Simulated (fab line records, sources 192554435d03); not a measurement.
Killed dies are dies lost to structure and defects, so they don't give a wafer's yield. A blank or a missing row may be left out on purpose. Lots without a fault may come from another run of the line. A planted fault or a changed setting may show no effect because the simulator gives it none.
One fault seen from 2 desks | flow n5_finfet | each desk has only its own numbers; what lay behind them comes last

THE TOOL OWNER'S DESK: rie_diel-02
The tool's own readings at N5_PASSIVATION_PASS_ETCH_74 (etches SiNx in CF4/O2, target depth 220 nm, time 110 s): means of the sampled wafers that have a number, for each lot that ran on this tool. A lot is out of limits, marked OUT, if its mean lies more than 4 standard deviations from the usual mean; the brackets give that distance.
Columns: A = drypump_motor_current_A at N5_PASSIVATION_PASS_ETCH_74, usual 5.8 A; B = oes_product_au at N5_PASSIVATION_PASS_ETCH_74, usual 0.77 a.u.; C = rf_vpp_V at N5_PASSIVATION_PASS_ETCH_74, usual 241 V; D = showerhead_plenum_p_Torr at N5_PASSIVATION_PASS_ETCH_74, usual 2.17 Torr; E = throttle_valve_pct at N5_PASSIVATION_PASS_ETCH_74, usual 16.07 %
lot  | first seen here | A   | B    | C   | D    | E
L262 | day 14 09:11    | 5.9 | 0.80 | 245 | 2.19 | 16.04
L263 | day 14 13:32    | 5.9 | 0.79 | 245 | 2.19 | 16.03
L261 | day 14 23:02    | 5.8 | 0.70 | 244 | 2.20 | 16.11
L264 | day 15 03:40    | 6.0 | 0.72 | 242 | 2.21 | 16.20
L265 | day 15 04:45    | 6.0 | 0.72 | 241 | 2.21 | 16.20
This desk's finding: nothing out of limits on any of the 5 lots.

THE METROLOGY DESK
What the gauges read, lot by lot, whatever tool the lot ran on: means of the sampled wafers that have a number. A lot is out of limits, marked OUT, if its mean lies more than 4 standard deviations from the usual mean; the brackets give that distance. Of its 10 readings 7 are shown: those that lie furthest out on some lot.
Columns: A = DIBL_P at N5_BEOL_M4_RC_MEAS_101, usual 35.3 mV/V; B = IOFF_N at N5_BEOL_M4_RC_MEAS_101, usual 0.145 nA/um; C = IOFF_P at N5_BEOL_M4_RC_MEAS_101, usual 0.20 nA/um; D = ION_P at N5_BEOL_M4_RC_MEAS_101, usual 462 uA/um; E = SS_N at N5_BEOL_M4_RC_MEAS_101, usual 71.3 mV/dec; F = SS_P at N5_BEOL_M4_RC_MEAS_101, usual 73.1 mV/dec; G = VT_P at N5_BEOL_M4_RC_MEAS_101, usual -251 mV
lot  | first seen here | A    | B     | C    | D   | E    | F    | G
L255 | day 8 14:43     | 34.3 | 0.140 | 0.18 | 460 | 71.1 | 72.5 | -251
L262 | day 10 06:46    | 34.3 | 0.140 | 0.19 | 468 | 70.7 | 72.4 | -249
L263 | day 10 07:54    | 34.0 | 0.118 | 0.19 | 463 | 70.8 | 72.8 | -252
L261 | day 10 16:01    | 37.9 | 0.192 | 0.28 | 474 | 72.1 | 74.4 | -243
L264 | day 11 00:26    | 34.2 | 0.130 | 0.20 | 462 | 71.1 | 72.5 | -249
L265 | day 11 01:06    | 33.8 | 0.122 | 0.19 | 461 | 70.7 | 72.1 | -250
L267 | day 11 13:35    | 36.4 | 0.152 | 0.21 | 460 | 71.4 | 73.4 | -249
L274 | day 13 14:29    | 35.9 | 0.151 | 0.19 | 463 | 70.6 | 73.1 | -254
L276 | day 13 16:16    | 35.1 | 0.152 | 0.19 | 459 | 71.4 | 73.1 | -253
This desk's finding: nothing out of limits on any of the 9 lots.

PUT TOGETHER
The tool owner's desk saw nothing out of limits.
The metrology desk saw nothing out of limits.

WHAT THE SIMULATOR HAD PUT IN
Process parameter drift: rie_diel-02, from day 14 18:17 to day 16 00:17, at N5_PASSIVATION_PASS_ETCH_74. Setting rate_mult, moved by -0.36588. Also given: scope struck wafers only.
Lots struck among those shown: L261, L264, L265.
